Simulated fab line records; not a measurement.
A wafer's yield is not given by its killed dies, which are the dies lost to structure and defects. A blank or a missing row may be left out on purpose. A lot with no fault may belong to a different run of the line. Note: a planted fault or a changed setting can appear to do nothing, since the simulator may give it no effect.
fab line records	flow n5Finfet
record: lots: 9	wafers: 26	lastDay: 18
route steps=1938 shown HKMG_FIN@452 GATE_CUT@467 BEOL_M4@1111
lots with no fault: from the same line, run without faults
startH: hours from the record's opening day to when the first of the lot's shown wafers began	waitH: time in hours since the lot's previous step	" the same as in the row above	L1.1+2: a row that stands for several wafers	- value missing, or start not given	* or withheld: withheld	< > ~ a bound
route shown NAME@n: a module of which the file shows steps, and the number in the route of the first	usual: the fault-free wafers' mean and standard deviation	same: alike in all rows	chamber/n: place in a boat	sites: each site's reading	_std_site: how widely they spread, as a standard deviation	_edge_site: the outer-site mean with the inner-site mean subtracted	radiusMm: how far each site lies from the wafer's centre	mask NAME#n: copy n	behind: the most recent tool/chamber to have shaped the wafer	hold: reason for holding the lot/hours on hold/outcome of the hold	device: the transistor (n, p or np) that didn't switch	end of line: at the end of the route, the tests of the same wafers	where a step has no rows: the recipe by itself	killed: count of dies lost to structure and defects at first sort (not the wafer's yield)	map: shows each die of a wafer: x if killed, . if not, _ if none is there
set.NAME: the setting that was run; set.NAME@STEP: the one run at that earlier step	model.NAME: the simulator's own value behind a step, which no gauge read
the route's steps for a sample of lots (tables are steps, rows are wafers)
services: from which hour (startH, from the record's first day; less than 0 if before it) a tool's chamber was out of use, for how many hours, and why
== steps ==
step: N5_HKMG_FIN_STRIP_90
recipe: chemistry: N2/H2	material: SOC	timeS: 20	powerW: 500	tempC: 40	pressureMtorr: 50	rfFrequencyHz: 6e+07	biasPowerW: 8	h2Frac: 0.5	n2FlowSccm: 300	h2FlowSccm: 300
usual: biasPowerW: 7.997/0.027	drypumpMotorCurrentA: 5.8/0.48	oesProductAu: 0.75/0.068	rfVppV: 54.3/0.88	showerheadPlenumPTorr: 3.36/0.099	throttleValvePct: 19.2/0.44
lot.wafer	tool	chamber	startH	waitH	biasPowerW	drypumpMotorCurrentA	oesProductAu	rfHoursCounterH	rfVppV	showerheadPlenumPTorr	throttleValvePct
L291.1	rieDiel-01	1	85.69	0.0	8.002	6.5	0.71	224	55.5	3.49	18.9
L291.3	"	0	"	"	7.955	6.3	0.72	205	53.2	3.21	19.2
L291.5	"	2	"	"	8.023	5.7	0.78	-	54.1	3.50	19.3
L293.3	rieDiel-02	1	95.03	0.0	7.981	5.9	0.74	110	55.8	3.29	19.5
L293.4	"	0	"	"	7.968	5.3	0.76	162	54.4	3.37	20.0
L293.6	"	2	"	"	7.970	5.8	0.80	-	53.4	3.42	18.9
L297.3	rieDiel-02	0	125.38	0.0	8.005	5.3	0.77	172	53.9	3.36	20.0
L297.5	"	2	"	"	8.028	5.8	0.80	-	55.3	3.42	18.9
L297.6	"	3	"	"	8.008	5.9	0.96	-	54.4	3.32	19.3
L301.1	rieDiel-05	3	147.23	0.0	8.016	5.6	0.68	217	54.5	3.46	18.9
L301.2	"	0	"	"	8.040	6.4	0.75	152	52.1	3.25	19.0
L301.3	"	1	"	"	7.998	4.8	0.69	195	54.6	3.46	19.7
L302.2	rieDiel-05	3	153.22	0.0	7.958	5.6	0.68	219	54.8	3.46	18.9
L302.3	"	2	"	"	8.015	5.9	0.73	195	53.8	3.30	18.3
L302.4	"	0	"	"	7.975	6.4	0.75	154	53.5	3.25	19.0
L305.1	rieDiel-05	0	170.79	0.0	8.007	6.4	0.74	161	55.0	3.24	19.1
L305.5	"	1	"	"	8.033	4.8	0.68	-	53.1	3.46	19.7
L305.6	"	2	"	"	7.998	5.8	0.73	-	54.4	3.30	18.3
L306.1	rieDiel-01	3	178.04	0.0	7.998	5.7	0.76	171	53.5	3.35	19.0
L306.3	"	0	"	"	7.995	6.3	0.69	240	55.0	3.19	19.3
L306.6	"	3	"	"	7.985	5.8	0.76	-	54.3	3.35	19.0
L307.1	rieDiel-05	0	179.96	0.0	7.997	6.4	0.73	164	54.3	3.24	19.1
L307.2	"	3	"	"	8.026	5.7	0.67	228	56.2	3.45	18.9
L307.4	"	2	"	"	7.974	5.9	0.71	205	53.7	3.30	18.3
L313.2	rieDiel-05	2	220.64	0.0	8.010	5.9	0.70	218	55.7	3.29	18.4
L313.5	"	0	"	"	7.973	6.4	0.74	-	54.4	3.24	19.1
step: N5_HKMG_FIN_CMP_23
recipe: stopOn: SiNx	tOverpolishS: 10	postCmpClean: rinseOnly	downForcePsi: 4	platenRpm: 50.289	padVelocityMS: 1.0006	targetThkNm: 46.326
usual: motorCurrentA: 12.2/1.5	overpolishRunS: 10.001/0.01	platenRpm: 50.29/0.031	retainingRingPressureFrac: 1.000/0.005	timeToEndpointS: 12.4/2.5
lot.wafer	tool	chamber	startH	waitH	motorCurrentA	overpolishRunS	platenRpm	retainingRingPressureFrac	timeToEndpointS
L291.3	cmp-02	3	86.98	0.1	12.0	9.999	50.31	1.002	12.7
L291.1	"	0	"	"	12.9	9.998	50.28	1.011	10.9
L291.5	"	3	"	"	13.2	9.999	50.33	1.006	11.4
L293.4	cmp-01	3	96.25	0.0	9.6	9.988	50.23	1.004	16.2
L293.3	"	1	"	"	13.6	10.012	50.27	1.005	13.1
L293.6	"	3	"	"	10.5	10.012	50.28	1.000	16.6
L297.3	cmp-02	3	126.68	0.1	11.4	9.998	50.31	1.005	14.8
L297.6	"	2	"	"	12.3	10.024	50.33	0.994	7.6
L297.5	"	3	"	"	12.2	10.009	50.37	1.002	15.8
L301.2	cmp-01	1	148.51	0.0	13.5	10.000	50.27	1.006	9.7
L301.1	"	2	"	"	9.3	10.004	50.30	1.000	9.4
L301.3	"	0	"	"	12.9	10.005	50.28	1.005	16.0
L302.2	cmp-01	3	154.61	0.2	9.9	9.998	50.31	1.007	15.7
L302.4	"	0	"	"	12.3	10.002	50.30	0.993	13.4
L302.3	"	1	"	"	12.9	9.988	50.31	0.998	11.3
L305.1	cmp-01	2	172.00	0.0	9.8	10.002	50.23	1.000	12.9
L305.6	"	2	"	"	9.3	10.002	50.29	1.004	11.8
L305.5	"	3	"	"	9.9	9.981	50.25	0.996	14.1
L306.1	cmp-03	0	179.33	0.1	14.7	9.994	50.30	0.997	13.8
L306.3	"	1	"	"	11.5	10.000	50.28	0.992	13.3
L306.6	"	0	"	"	14.9	10.009	50.29	0.998	11.6
L307.1	cmp-01	0	181.18	0.0	11.8	10.007	50.31	1.008	12.3
L307.4	"	1	"	"	12.8	10.003	50.17	0.995	9.5
L307.2	"	3	"	"	10.0	10.002	50.24	0.999	15.1
L313.2	cmp-02	3	221.95	0.1	11.6	9.995	50.28	1.000	12.7
L313.5	"	3	"	"	11.3	9.997	50.33	1.002	11.1
step: N5_GATE_CUT_ETCHBACK_30
recipe: chemistry: Cl2/Ar	target: TiN	targetDepthA: 30	mode: isotropic	pressureMtorr: 10	icpW: 600	biasW: 60	Cl2_flow_sccm: 40	Ar_flow_sccm: 60
usual: drypumpMotorCurrentA: 5.6/0.64	oesProductAu: 0.77/0.14	throttleValvePct: 20.70/0.2
lot.wafer	tool	chamber	startH	waitH	drypumpMotorCurrentA	oesProductAu	rfHoursCounterH	throttleValvePct
L291.1	rieMetal-03	0	87.86	0.1	5.8	0.60	121	21.08
L291.3	"	0	"	"	5.8	0.60	-	21.09
L291.5	"	1	"	"	5.4	0.60	-	21.07
L293.3	rieMetal-03	1	97.22	0.0	5.4	0.62	-	21.04
L293.4	"	0	"	"	5.8	0.60	-	21.07
L293.6	"	0	"	"	5.8	0.60	-	21.07
L297.3	rieMetal-01	0	127.56	0.0	6.0	0.72	-	20.61
L297.5	"	0	"	"	6.0	0.72	-	20.63
L297.6	"	1	"	"	4.8	0.98	-	20.55
L301.1	rieMetal-03	0	149.47	0.1	5.8	0.60	125	21.09
L301.2	"	1	"	"	5.4	0.61	129	21.05
L301.3	"	0	"	"	5.8	0.60	-	21.09
L302.2	rieMetal-01	1	155.57	0.1	4.7	0.96	6	20.54
L302.3	"	1	"	"	4.7	0.96	-	20.55
L302.4	"	0	"	"	6.0	0.71	-	20.63
L305.1	rieMetal-02	1	173.17	0.1	6.5	0.68	74	20.68
L305.5	"	1	"	"	6.5	0.67	-	20.70
L305.6	"	1	"	"	6.6	0.67	-	20.68
L306.1	rieMetal-02	1	180.42	0.1	6.6	0.67	76	20.68
L306.3	"	1	"	"	6.6	0.67	-	20.69
L306.6	"	1	"	"	6.6	0.67	-	20.70
L307.1	rieMetal-01	0	182.14	0.1	6.0	0.71	65	20.63
L307.2	"	1	"	"	4.7	0.94	8	20.54
L307.4	"	1	"	"	4.8	0.94	-	20.54
L313.2	rieMetal-01	1	222.83	0.1	4.7	0.91	11	20.57
L313.5	"	1	"	"	4.8	0.90	-	20.58
step: N5_GATE_CUT_ETCH_58
recipe: chemistry: CH3F/O2	target: SiNx	targetDepthA: 170	timeS: 128.6	ionEnergyEv: 50	pressureMtorr: 30	sourceW: 415	biasW: 21	Ar_flow_sccm: 150	CH3F_flow_sccm: 30	O2_flow_sccm: 20
usual: biasW: 21.00/0.066	drypumpMotorCurrentA: 5.6/0.46	oesProductAu: 0.80/0.097	rfVppV: 99.2/0.9	showerheadPlenumPTorr: 2.00/0.058	throttleValvePct: 16.36/0.2
lot.wafer	tool	chamber	startH	waitH	biasW	drypumpMotorCurrentA	oesProductAu	rfHoursCounterH	rfVppV	showerheadPlenumPTorr	throttleValvePct
L291.1	rieDiel-03	3	87.94	0.0	20.97	6.4	0.98	18	98.2	2.06	16.42
L291.3	"	1	"	"	21.06	5.4	0.70	248	101.3	1.89	16.75
L291.5	"	2	"	"	21.00	5.3	0.68	-	100.0	1.98	16.38
L293.3	rieDiel-06	0	97.29	0.0	21.05	5.2	0.85	45	98.5	1.94	16.05
L293.4	"	1	"	"	20.94	5.7	0.77	148	100.6	1.98	16.38
L293.6	"	3	"	"	21.07	6.2	0.93	-	99.7	2.06	16.17
L297.3	rieDiel-06	3	127.64	0.0	21.16	6.2	0.91	22	99.2	2.06	16.17
L297.5	"	0	"	"	20.96	5.2	0.84	-	99.4	1.94	16.05
L297.6	"	3	"	"	21.00	6.2	0.91	-	99.7	2.06	16.18
L301.1	rieDiel-03	0	149.55	0.0	20.99	5.1	0.73	185	100.7	2.00	16.47
L301.2	"	3	"	"	20.97	6.3	0.92	38	98.8	2.05	16.47
L301.3	"	2	"	"	21.01	5.3	0.66	247	99.8	1.98	16.42
L302.2	rieDiel-03	3	155.65	0.0	20.99	6.4	0.91	40	100.4	2.05	16.45
L302.3	"	2	"	"	20.93	5.3	0.66	248	98.9	1.98	16.43
L302.4	"	1	"	"	20.88	5.4	0.91	10	100.0	2.14	16.32
L305.1	rieDiel-03	1	173.31	0.1	16.44	5.4	0.86	16	85.0	2.13	16.32
L305.5	"	1	"	"	16.44	5.3	0.85	-	84.6	2.13	16.30
L305.6	"	0	"	"	16.47	5.1	0.68	-	86.1	2.00	16.48
L306.1	rieDiel-03	2	180.58	0.1	16.51	5.3	0.91	2	85.6	1.97	15.93
L306.3	"	1	"	"	16.47	5.4	0.85	19	84.8	2.13	16.32
L306.6	"	3	"	"	16.53	6.3	0.84	-	84.5	2.05	16.48
L307.1	rieDiel-03	0	182.22	0.0	16.36	5.1	0.68	197	83.7	2.00	16.48
L307.2	"	2	"	"	16.42	5.3	0.89	3	85.0	1.97	15.90
L307.4	"	1	"	"	16.41	5.4	0.85	20	85.4	2.13	16.33
L313.2	rieDiel-04	2	222.92	0.0	20.94	5.7	0.69	238	97.6	1.90	16.78
L313.5	"	1	"	"	21.06	5.3	0.70	-	98.4	1.98	16.36
step: N5_BEOL_M4_RC_MEAS_101
usual: DIBL_N: 36.0/2.5	DIBL_P: 36.2/3	IOFF_N: 0.16/0.044	IOFF_P: 0.21/0.049	ION_N: 671/15	ION_P: 461/8.7	SS_N: 71.5/0.72	SS_P: 73.4/0.9	VT_N: 251/4.4	VT_P: -250/4
lot.wafer	tool	chamber	startH	waitH	DIBL_N[mV/V]	DIBL_P[mV/V]	IOFF_N[nA/um]	IOFF_P[nA/um]	ION_N[uA/um]	ION_P[uA/um]	SS_N[mV/dec]	SS_P[mV/dec]	VT_N[mV]	VT_P[mV]
L291.1	prober-02	0	189.25	0.6	34.6	36.4	0.13	0.19	652	449	71.9	73.2	254	-252
L291.3	"	0	"	"	33.6	35.3	0.13	0.17	660	452	71.7	73.2	253	-253
L291.5	"	0	"	"	33.5	35.5	0.13	0.18	652	447	72.0	73.0	254	-255
L293.3	prober-02	0	206.96	0.3	32.7	34.3	0.12	0.18	656	455	70.9	72.2	252	-249
L293.4	"	0	"	"	37.3	40.0	0.20	0.24	677	459	72.3	74.3	247	-249
L293.6	"	0	"	"	35.7	38.5	0.16	0.24	663	461	71.7	74.3	253	-247
L297.3	prober-02	0	223.87	0.3	37.0	36.6	0.16	0.20	669	457	72.0	73.2	254	-252
L297.5	"	0	"	"	36.0	35.6	0.14	0.19	663	460	71.0	72.6	255	-251
L297.6	"	0	"	"	39.7	40.1	0.21	0.26	700	473	72.0	74.0	246	-249
L301.1	prober-02	0	251.89	0.0	36.6	36.2	0.16	0.21	666	452	71.6	73.5	252	-250
L301.2	"	0	"	"	38.0	37.7	0.18	0.22	680	460	71.9	74.1	249	-253
L301.3	"	0	"	"	30.6	28.6	0.08	0.11	656	446	70.4	71.3	259	-260
L302.2	prober-02	0	260.87	0.2	40.2	39.5	0.21	0.29	695	476	72.0	74.3	243	-245
L302.3	"	0	"	"	38.9	37.9	0.18	0.24	676	471	72.1	73.6	247	-248
L302.4	"	0	"	"	38.6	36.6	0.17	0.22	668	456	71.9	73.7	250	-250
L306.1	prober-02	0	271.01	0.0	37.8	37.9	0.20	0.22	691	461	71.4	74.0	245	-252
L306.3	"	0	"	"	34.2	32.6	0.12	0.15	660	448	71.2	72.5	254	-254
L306.6	"	0	"	"	38.7	38.6	0.23	0.25	700	463	72.4	74.3	243	-251
L305.1	prober-02	0	275.70	0.0	34.1	35.5	0.13	0.21	669	466	71.0	73.4	251	-248
L305.5	"	0	"	"	37.7	38.3	0.21	0.25	676	466	72.5	74.1	247	-247
L305.6	"	0	"	"	34.2	35.0	0.14	0.20	667	466	71.3	73.2	249	-252
L307.1	prober-02	0	301.68	0.0	36.5	36.2	0.14	0.20	670	456	71.0	73.2	250	-254
L307.2	"	0	"	"	40.5	40.6	0.22	0.27	674	460	72.4	74.5	246	-248
L307.4	"	0	"	"	36.9	37.0	0.14	0.22	665	464	71.9	74.0	253	-250
L313.2	prober-02	0	318.85	0.2	37.1	38.2	0.17	0.21	685	470	71.1	74.5	253	-253
L313.5	"	0	"	"	34.0	34.5	0.12	0.16	675	460	70.8	73.5	252	-258
== services ==
tool	chamber	startH	hours	kind
rieDiel-02	-	65.60	2.8	pm
cmp-02	-	68.77	4.0	pm
rieDiel-01	3	70.89	5.6	repair
rieDiel-06	-	86.87	0.4	repair
rieDiel-03	1	94.69	-	clean
rieDiel-03	1	94.69	-	consumableReplace:focusRing
rieDiel-03	1	94.69	-	consumableReplace:showerhead
rieDiel-03	1	94.69	23.9	scheduledDown
rieDiel-03	1	94.69	23.9	ventCycle
cmp-01	-	129.25	7.7	pm
cmp-03	-	131.93	4.0	pm
rieDiel-05	3	132.65	7.5	repair
rieDiel-06	3	133.56	10.2	repair
rieDiel-01	1	135.00	12.9	repair
rieDiel-03	1	146.18	2.5	repair
rieDiel-03	-	159.37	0.7	repair
rieDiel-03	2	161.15	-	clean
rieDiel-03	2	161.15	-	consumableReplace:focusRing
rieDiel-04	-	188.17	14.6	pm
rieDiel-02	-	195.71	3.6	repair
rieDiel-05	0	203.48	8.1	repair
rieDiel-02	2	205.00	27.5	repair
cmp-01	-	213.14	15.0	pm
rieMetal-01	-	219.49	2.8	pm
== key ==
firstSign: step: N5_GATE_CUT_ETCH_58	reading: biasW	direction: down	sigmas: 69	usual: *	struck: *
effect: step: N5_GATE_CUT_ETCH_58	reading: rfVppV	direction: down	sigmas: 16	usual: 99.2	struck: 85.0
metAt N5_GATE_CUT_ETCH_58
struckLots L305,L306,L307
notActingAt N5_HKMG_FIN_STRIP_90,N5_HKMG_FIN_CMP_23,N5_GATE_CUT_ETCHBACK_30
onsetBetween 155.65 173.31
fault: kind: processParameterDrift	tool: rieDiel-03	chamber: -	onsetH: 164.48	steps: N5_GATE_CUT_ETCH_58	channel: biasW	offset: *	shape: step	endH: 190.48	actsIn: *	stated: *
